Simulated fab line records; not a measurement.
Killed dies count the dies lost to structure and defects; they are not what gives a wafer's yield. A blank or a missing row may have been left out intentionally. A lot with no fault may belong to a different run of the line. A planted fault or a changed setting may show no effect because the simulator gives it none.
fab line records | flow n5Finfet | part 2 of 2: steps 19 to 25 of 25
record: lots: 5 | wafers: 15 | lastDay: 18
route steps=1938 shown MOL_CONTACT_COAG@568
lots that met no fault: from a run of the same line without faults
startH: the number of hours between the record's first day and the start of the first shown wafer of the lot | waitH: hours from the lot's prior step to this one | " unchanged from the row above | L1.1+2: a row that stands for several wafers | - either no value or no given start | * or withheld: withheld | < > ~ a bound
route shown NAME@n: NAME is a module with steps in the file, n the number in the route of the first one | usual: the fault-free wafers' mean and standard deviation | same: alike in all rows | chamber/n: place in a boat | sites: readings site by site | _std_site: how widely they spread, as a standard deviation | _edge_site: outer sites' mean less inner sites' | radiusMm: how far each site lies from the wafer's centre | mask NAME#n: copy n | behind: the tool/chamber that last shaped the wafer | hold: why the lot was held/for how many hours/how that ended | device: whichever transistor did not switch (one of n, p or np) | end of line: tests of these same wafers at the route's end | a step with no rows: only its recipe | killed: dies that structure and defects cost at the first sort, which is not the same as the wafer's yield | map: per-die view of a wafer (x killed, . not killed, _ where there is no die)
set.NAME: the setting the step ran with; set.NAME@STEP: the setting that earlier step ran with | model.NAME: the simulator's own value behind a step, which no gauge read
lots at selected steps of the route; one table per step, one row per wafer
services: from which hour (startH, from the record's first day; less than 0 if before it) a tool's chamber was out of use, for how many hours, and why
== steps ==
step: N5_MOL_CONTACT_COAG_VIA_ETCH_46
recipe: chemistry: C4F6/O2 | targetDepthA: 460 | overetchA: 92 | maskMaterial: SOC | target: SiO2 | biasW: 455 | pressureMtorr: 10 | timeS: 40 | sourceW: 325 | Ar_flow_sccm: 300 | C4F6_flow_sccm: 10 | O2_flow_sccm: 10 | ionEnergyEv: 575.3 | ends: endPoint
usual: O2_flow_sccm: 10.004/0.029 | drypumpMotorCurrentA: 5.9/0.59 | oesProductAu: 0.68/0.043 | rfVppV: 1600/28 | showerheadPlenumPTorr: 2.84/0.09 | throttleValvePct: 41.1/0.58
lot.wafer | tool       | chamber | startH | waitH | O2_flow_sccm | drypumpMotorCurrentA | oesProductAu | rfHoursCounterH | rfVppV | showerheadPlenumPTorr | throttleValvePct
L076.1    | rieDiel-06 | 3       | 109.88 | 0.0   | 10.050       | 5.0                  | 0.66         | 157             | 1593   | 2.73                  | 40.0
L076.2    | "          | 2       | "      | "     | 9.998        | 4.9                  | 0.63         | 186             | 1616   | 2.95                  | 41.8
L076.5    | "          | 3       | "      | "     | 9.979        | 5.0                  | 0.66         | -               | 1595   | 2.73                  | 40.0
L079.3    | rieDiel-06 | 2       | 127.02 | 0.0   | 10.028       | 4.9                  | 0.63         | 189             | 1615   | 2.95                  | 41.8
L079.5    | "          | 2       | "      | "     | 10.033       | 4.9                  | 0.64         | -               | 1617   | 2.95                  | 41.8
L079.6    | "          | 1       | "      | "     | 9.972        | 5.4                  | 0.65         | -               | 1637   | 2.72                  | 41.7
L080.2    | rieDiel-02 | 0       | 133.15 | 0.0   | 10.002       | 5.7                  | 0.71         | 129             | 1642   | 2.85                  | 41.0
L080.4    | "          | 3       | "      | "     | 9.937        | 5.7                  | 0.66         | 186             | 1579   | 2.85                  | 41.7
L080.5    | "          | 3       | "      | "     | 10.000       | 5.7                  | 0.64         | -               | 1579   | 2.84                  | 41.7
L090.2    | rieDiel-06 | 2       | 195.83 | 0.0   | 9.957        | 4.9                  | 0.60         | 218             | 1615   | 2.94                  | 41.8
L090.4    | "          | 3       | "      | "     | 10.023       | 5.0                  | 0.66         | 185             | 1591   | 2.72                  | 40.1
L090.6    | "          | 3       | "      | "     | 10.037       | 5.0                  | 0.65         | -               | 1592   | 2.72                  | 40.1
L092.1    | rieDiel-05 | 3       | 213.21 | 0.0   | 10.045       | 5.4                  | 0.76         | 60              | 1610   | 2.78                  | 41.3
L092.2    | "          | 2       | "      | "     | 10.019       | 6.3                  | 0.64         | 208             | 1581   | 2.84                  | 41.9
L092.4    | "          | 0       | "      | "     | 10.023       | 6.4                  | 0.72         | 108             | 1621   | 2.88                  | 41.1
step: N5_MOL_CONTACT_COAG_STRIP_96
recipe: chemistry: N2/H2 | powerW: 500 | tempC: 40 | pressureMtorr: 50 | rfFrequencyHz: 6e+07 | overashFraction: 0.3 | biasPowerW: 28 | h2Frac: 0.5 | n2FlowSccm: 300 | h2FlowSccm: 300
usual: drypumpMotorCurrentA: 5.9/0.59 | oesProductAu: 0.76/0.052 | rfVppV: 121.8/1.3 | showerheadPlenumPTorr: 3.34/0.097 | throttleValvePct: 18.9/0.44
lot.wafer | tool       | chamber | startH | waitH | drypumpMotorCurrentA | oesProductAu | rfHoursCounterH | rfVppV | showerheadPlenumPTorr | throttleValvePct
L076.1    | rieDiel-06 | 3       | 109.95 | 0.0   | 5.0                  | 0.74         | 157             | 120.3  | 3.24                  | 18.5
L076.2    | "          | 2       | "      | "     | 4.9                  | 0.70         | 186             | 122.3  | 3.47                  | 19.2
L076.5    | "          | 3       | "      | "     | 5.1                  | 0.74         | -               | 119.3  | 3.24                  | 18.5
L079.3    | rieDiel-06 | 2       | 127.09 | 0.0   | 4.9                  | 0.70         | 189             | 123.2  | 3.47                  | 19.1
L079.5    | "          | 2       | "      | "     | 4.9                  | 0.70         | -               | 122.0  | 3.47                  | 19.1
L079.6    | "          | 1       | "      | "     | 5.5                  | 0.72         | -               | 121.7  | 3.21                  | 19.4
L080.2    | rieDiel-02 | 0       | 133.22 | 0.0   | 5.7                  | 0.81         | 129             | 121.3  | 3.35                  | 18.5
L080.4    | "          | 3       | "      | "     | 5.7                  | 0.73         | 186             | 120.8  | 3.32                  | 18.9
L080.5    | "          | 3       | "      | "     | 5.7                  | 0.73         | -               | 120.5  | 3.32                  | 18.9
L090.2    | rieDiel-06 | 2       | 195.90 | 0.0   | 4.9                  | 0.68         | 218             | 120.5  | 3.46                  | 19.2
L090.4    | "          | 3       | "      | "     | 5.0                  | 0.71         | 185             | 119.4  | 3.22                  | 18.6
L090.6    | "          | 3       | "      | "     | 5.0                  | 0.71         | -               | 121.1  | 3.22                  | 18.6
L092.1    | rieDiel-05 | 3       | 213.27 | 0.0   | 5.4                  | 0.85         | 60              | 120.9  | 3.28                  | 18.9
L092.2    | "          | 2       | "      | "     | 6.3                  | 0.70         | 208             | 120.9  | 3.34                  | 19.7
L092.4    | "          | 0       | "      | "     | 6.4                  | 0.81         | 108             | 123.0  | 3.38                  | 18.7
step: N5_MOL_CONTACT_COAG_ETCH_47
recipe: chemistry: CH3F/O2 | target: SiNx | targetDepthA: 270 | maskMaterial: SiO2 | stopOn: W | overEtchFrac: 0.2 | ionEnergyEv: 120 | endpoint: OES-CN | pressureMtorr: 30 | sourceW: 395 | biasW: 73 | Ar_flow_sccm: 150 | CH3F_flow_sccm: 30 | O2_flow_sccm: 20 | ends: endPoint
usual: O2_flow_sccm: 19.99/0.056 | drypumpMotorCurrentA: 5.9/0.59 | etchRfOnTimeS: 31.5/0.61 | oesProductAu: 0.68/0.045 | rfVppV: 300/5.8 | showerheadPlenumPTorr: 2.00/0.065 | throttleValvePct: 16.40/0.27
lot.wafer | tool       | chamber | startH | waitH | O2_flow_sccm | drypumpMotorCurrentA | etchRfOnTimeS | oesProductAu | rfHoursCounterH | rfVppV | showerheadPlenumPTorr | throttleValvePct
L076.1    | rieDiel-06 | 3       | 109.99 | 0.0   | 19.95        | 5.0                  | 32.0          | 0.65         | 157             | 300    | 1.92                  | 16.00
L076.2    | "          | 2       | "      | "     | 19.94        | 4.9                  | 32.5          | 0.62         | 186             | 302    | 2.08                  | 16.79
L076.5    | "          | 3       | "      | "     | 19.89        | 5.0                  | 31.4          | 0.66         | -               | 299    | 1.92                  | 16.01
L079.3    | rieDiel-06 | 2       | 127.13 | 0.0   | 19.96        | 4.9                  | 31.9          | 0.62         | 189             | 302    | 2.08                  | 16.80
L079.5    | "          | 2       | "      | "     | 19.98        | 4.9                  | 31.9          | 0.62         | -               | 302    | 2.08                  | 16.79
L079.6    | "          | 1       | "      | "     | 19.98        | 5.5                  | 31.5          | 0.64         | -               | 308    | 1.91                  | 16.70
L080.2    | rieDiel-02 | 0       | 133.26 | 0.0   | 20.02        | 5.7                  | 30.7          | 0.71         | 129             | 309    | 2.01                  | 16.40
L080.4    | "          | 3       | "      | "     | 20.03        | 5.7                  | 31.2          | 0.65         | 186             | 296    | 2.00                  | 16.58
L080.5    | "          | 3       | "      | "     | 19.99        | 5.7                  | 31.5          | 0.65         | -               | 295    | 2.00                  | 16.57
L090.2    | rieDiel-06 | 2       | 195.94 | 0.0   | 19.91        | 4.9                  | 32.3          | 0.60         | 218             | 303    | 2.07                  | 16.86
L090.4    | "          | 3       | "      | "     | 20.08        | 5.0                  | 31.7          | 0.64         | 185             | 299    | 1.91                  | 16.03
L090.6    | "          | 3       | "      | "     | 20.04        | 5.0                  | 31.6          | 0.64         | -               | 298    | 1.91                  | 16.03
L092.1    | rieDiel-05 | 3       | 213.31 | 0.0   | 19.96        | 5.5                  | 31.6          | 0.75         | 60              | 302    | 1.96                  | 16.26
L092.2    | "          | 2       | "      | "     | 20.00        | 6.3                  | 32.5          | 0.62         | 208             | 296    | 2.00                  | 16.75
L092.4    | "          | 0       | "      | "     | 19.90        | 6.4                  | 30.8          | 0.72         | 108             | 306    | 2.03                  | 16.39
step: N5_MOL_CONTACT_COAG_STRIP_119
recipe: chemistry: N2/H2 | timeS: 30 | powerW: 1000 | tempC: 250 | pressureMtorr: withheld | n2FlowSccm: 1750 | h2FlowSccm: 3250
usual: drypumpMotorCurrentA: 5.94/0.13 | heaterPowerW: 291/36
lot.wafer | tool           | chamber | startH | waitH | drypumpMotorCurrentA | heaterPowerW | rfHoursCounterH
L076.1    | plasmaAsher-01 | 1       | 110.07 | 0.1   | 5.88                 | 331          | 97
L076.2    | "              | 0       | "      | "     | 6.10                 | 343          | 97
L076.5    | "              | 0       | "      | "     | 6.07                 | 338          | -
L079.3    | plasmaAsher-02 | 1       | 127.23 | 0.1   | 5.78                 | 281          | -
L079.5    | "              | 1       | "      | "     | 5.79                 | 281          | -
L079.6    | "              | 0       | "      | "     | 6.03                 | 253          | -
L080.2    | plasmaAsher-02 | 1       | 133.34 | 0.1   | 5.76                 | 284          | 46
L080.4    | "              | 1       | "      | "     | 5.75                 | 279          | -
L080.5    | "              | 1       | "      | "     | 5.78                 | 284          | -
L090.2    | plasmaAsher-02 | 0       | 196.02 | 0.1   | 6.03                 | 250          | 57
L090.4    | "              | 0       | "      | "     | 6.06                 | 255          | -
L090.6    | "              | 0       | "      | "     | 6.04                 | 247          | -
L092.1    | plasmaAsher-01 | 1       | 213.39 | 0.1   | 5.88                 | 317          | 119
L092.2    | "              | 0       | "      | "     | 6.10                 | 347          | 119
L092.4    | "              | 1       | "      | "     | 5.87                 | 324          | -
step: N5_MOL_CONTACT_COAG_PRECLEAN_144
recipe: chemistry: alkalineClean | tempC: 60 | timeS: 60 | doPpb: 50
usual: bathHeatDutyPct: 10.0/1.1
lot.wafer | tool        | chamber | startH | waitH | bathHeatDutyPct
L076.1    | wetBench-03 | 2       | 110.16 | 0.1   | 9.1
L076.2    | "           | 4       | "      | "     | 10.2
L076.5    | "           | 5       | "      | "     | 10.0
L079.3    | wetBench-01 | 2       | 127.29 | 0.0   | 9.6
L079.5    | "           | 7       | "      | "     | 10.6
L079.6    | "           | 5       | "      | "     | 9.7
L080.2    | wetBench-04 | 2       | 133.43 | 0.1   | 11.7
L080.4    | "           | 1       | "      | "     | 9.2
L080.5    | "           | 7       | "      | "     | 10.5
L090.2    | wetBench-01 | 6       | 196.11 | 0.1   | 9.6
L090.4    | "           | 1       | "      | "     | 10.7
L090.6    | "           | 0       | "      | "     | 9.1
L092.1    | wetBench-01 | 7       | 213.48 | 0.1   | 9.3
L092.2    | "           | 4       | "      | "     | 10.2
L092.4    | "           | 5       | "      | "     | 9.7
step: N5_MOL_CONTACT_COAG_SRD_145
recipe: dry: ipaMarangoni | timeS: 30 | tempC: 23 | rinseLiquid: diw
usual: bathHeatDutyPct: 3.7/0.55
lot.wafer | tool        | chamber | startH | waitH | bathHeatDutyPct
L076.1    | wetBench-03 | 2       | 110.18 | 0.0   | 3.8
L076.2    | "           | 4       | "      | "     | 3.7
L076.5    | "           | 5       | "      | "     | 4.0
L079.3    | wetBench-01 | 2       | 127.32 | 0.0   | 3.8
L079.5    | "           | 7       | "      | "     | 3.2
L079.6    | "           | 5       | "      | "     | 3.8
L080.2    | wetBench-04 | 2       | 133.45 | 0.0   | 4.0
L080.4    | "           | 1       | "      | "     | 3.0
L080.5    | "           | 7       | "      | "     | 2.9
L090.2    | wetBench-01 | 6       | 196.13 | 0.0   | 3.3
L090.4    | "           | 1       | "      | "     | 3.2
L090.6    | "           | 0       | "      | "     | 3.3
L092.1    | wetBench-01 | 7       | 213.50 | 0.0   | 3.7
L092.2    | "           | 4       | "      | "     | 3.8
L092.4    | "           | 5       | "      | "     | 4.6
step: N5_MOL_CONTACT_COAG_CD_MEAS_137
recipe: targetCdNm: 16
usual: cdNm: 16.0/0.35
lot.wafer | tool     | chamber | startH | waitH | cdNm
L076.1    | cdSem-02 | -       | 110.22 | 0.0   | 15.6
L076.2    | "        | -       | "      | "     | 16.4
L076.5    | "        | -       | "      | "     | 15.6
L079.3    | cdSem-02 | -       | 127.36 | 0.0   | 16.5
L079.5    | "        | -       | "      | "     | 16.7
L079.6    | "        | -       | "      | "     | 16.0
L080.2    | cdSem-01 | -       | 133.49 | 0.0   | 15.9
L080.4    | "        | -       | "      | "     | 16.4
L080.5    | "        | -       | "      | "     | 16.0
L090.2    | cdSem-01 | -       | 196.17 | 0.0   | 16.5
L090.4    | "        | -       | "      | "     | 15.9
L090.6    | "        | -       | "      | "     | 15.8
L092.1    | cdSem-01 | -       | 213.54 | 0.0   | 15.9
L092.2    | "        | -       | "      | "     | 16.2
L092.4    | "        | -       | "      | "     | 15.9
== services ==
tool           | chamber | startH | hours | kind
euvScanner-02  | -       | 85.11  | 4.6   | pm
euvScanner-01  | -       | 89.71  | 1.0   | pm
rieDiel-02     | 1       | 96.54  | 4.5   | repair
rieDiel-05     | 3       | 102.56 | 2.6   | repair
plasmaAsher-02 | -       | 104.06 | 2.8   | pm
aldSin-02      | 0       | 110.53 | 4.8   | repair
rieDiel-06     | 2       | 122.85 | 3.9   | repair
euvScanner-02  | -       | 134.38 | 1.0   | pm
rieDiel-06     | 0       | 138.95 | 18.3  | repair
euvScanner-01  | -       | 141.66 | 1.0   | pm
aldSin-02      | 0       | 141.93 | 1.6   | repair
rieDiel-05     | -       | 146.10 | 14.6  | pm
lithoTrack-05  | -       | 157.26 | -     | consumableReplace:filter
rieDiel-05     | 0       | 161.45 | 14.5  | repair
euvScanner-02  | -       | 174.16 | 1.3   | repair
rieDiel-05     | 2       | 176.47 | 4.3   | repair
aldSin-03      | -       | 177.52 | 14.0  | pm
aldSin-02      | -       | 183.50 | 0.2   | repair
euvScanner-02  | -       | 190.53 | 1.0   | pm
euvScanner-02  | -       | 191.78 | 0.7   | repair
euvScanner-01  | -       | 197.81 | 1.0   | pm
euvScanner-01  | -       | 199.14 | 5.8   | pm
euvScanner-02  | -       | 205.96 | 2.1   | repair
rieDiel-02     | -       | 212.23 | 1.0   | repair
